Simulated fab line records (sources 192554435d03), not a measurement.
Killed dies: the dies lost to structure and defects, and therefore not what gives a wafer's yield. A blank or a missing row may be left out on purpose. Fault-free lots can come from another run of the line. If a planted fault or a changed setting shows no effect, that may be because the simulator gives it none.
The tool behind it: which one?	flow n5-finfet	Sampling: 9 lots, 26 wafers, 4 of 1938 route steps

WHAT THE GAUGES SHOWED, per wafer
N5_BEOL_M1_THK_MEAS_53: measures by xrf.
lot	measured	on	M1_THK (nm)
L949	day 6 12:49	film-metro-01	41.4 39.7 44.3
L950	day 6 22:50	film-metro-02	39.0 39.2 41.5
L952	day 7 13:50	film-metro-01	37.6 38.7 38.6
L951	day 7 15:46	film-metro-02	40.7 42.0
L956	day 8 14:22	film-metro-02	146.7 38.9 39.4
L957	day 8 22:09	film-metro-01	150.9 38.7 38.9
L967	day 11 18:23	film-metro-01	39.1 37.1 39.9
L968	day 12 03:50	film-metro-02	41.1 37.6 39.0
L971	day 12 18:11	film-metro-01	40.3 40.5 41.0

WHAT TOOL EACH LOT RAN ON (gives the tool, then ch and the chambers of the sampled wafers, and finally the start)
lot	N5_BEOL_M1_SPUTTER_79	N5_BEOL_M1_SPUTTER_92	N5_BEOL_M1_CMP_52
L949	pvd-sputter-03, day 6 10:18	pvd-sputter-03, day 6 11:24	cmp-02 ch 1,2,3, day 6 12:34
L950	pvd-sputter-03, day 6 20:29	pvd-sputter-03, day 6 21:35	cmp-02 ch 1,2,3, day 6 22:35
L952	pvd-sputter-03, day 7 11:30	pvd-sputter-03, day 7 12:36	cmp-01 ch 0,2,3, day 7 13:34
L951	pvd-sputter-01, day 7 13:14	pvd-sputter-01, day 7 14:20	cmp-02 ch 2, day 7 15:31
L956	pvd-sputter-01, day 8 11:55	pvd-sputter-01, day 8 13:06	cmp-02 ch 0,2,3, day 8 14:09
L957	pvd-sputter-03, day 8 19:50	pvd-sputter-03, day 8 20:56	cmp-02 ch 0,1,3, day 8 21:52
L967	pvd-sputter-03, day 11 16:04	pvd-sputter-03, day 11 17:10	cmp-04 ch 0,1,2, day 11 18:08
L968	pvd-sputter-03, day 12 01:30	pvd-sputter-03, day 12 02:36	cmp-01 ch 0,1,3, day 12 03:32
L971	pvd-sputter-01, day 12 15:52	pvd-sputter-01, day 12 16:58	cmp-01 ch 1,2,3, day 12 17:56
- N5_BEOL_M1_SPUTTER_79: material Cu, target thk 4.5 nm, time 8.29 s.
- N5_BEOL_M1_SPUTTER_92: material Cu, target thk 4.5 nm, time 8.29 s.
- N5_BEOL_M1_CMP_52: polishes, stops on SiOC, t overpolish 6.8 s, target thk 40 nm.

THE ANSWER, worked out from the rows above alone
Rule: usual is defined by the lots themselves. The widest of any qualifying gaps counts: lots, ordered by their means at a reading, are off when they make up no more than a third of the lots, leave a main group of 4 or more, and stand apart from it by 3 or more times the standard deviation of that group's means. A main group whose means are all the same, to the digits that the tables above print for the reading, isn't used. Also off: a lot with no number at a reading for which 4 or more lots have one. The other lots that the step has rows for count as sound.
Off: L956, L957, at N5_BEOL_M1_THK_MEAS_53 (M1_THK). Main group: mean 40.0 nm, sd 1.2.
If a tool, at a process step before that reading, ran all the lots that are off and no sound lot after the first of them, it fits. Gauges at N5_BEOL_M1_THK_MEAS_53: tried the same way as those tools. One candidate fits, namely cmp-02 at N5_BEOL_M1_CMP_52. A fault onset in the window from L951 (day 7 15:31, its last sound lot) to L956 (day 8 14:09, its first lot off) fits.

WHAT HAD BEEN PUT IN BY THE SIMULATOR
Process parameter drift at N5_BEOL_M1_CMP_52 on cmp-02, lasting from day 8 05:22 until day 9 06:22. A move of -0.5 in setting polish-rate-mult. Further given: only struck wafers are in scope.
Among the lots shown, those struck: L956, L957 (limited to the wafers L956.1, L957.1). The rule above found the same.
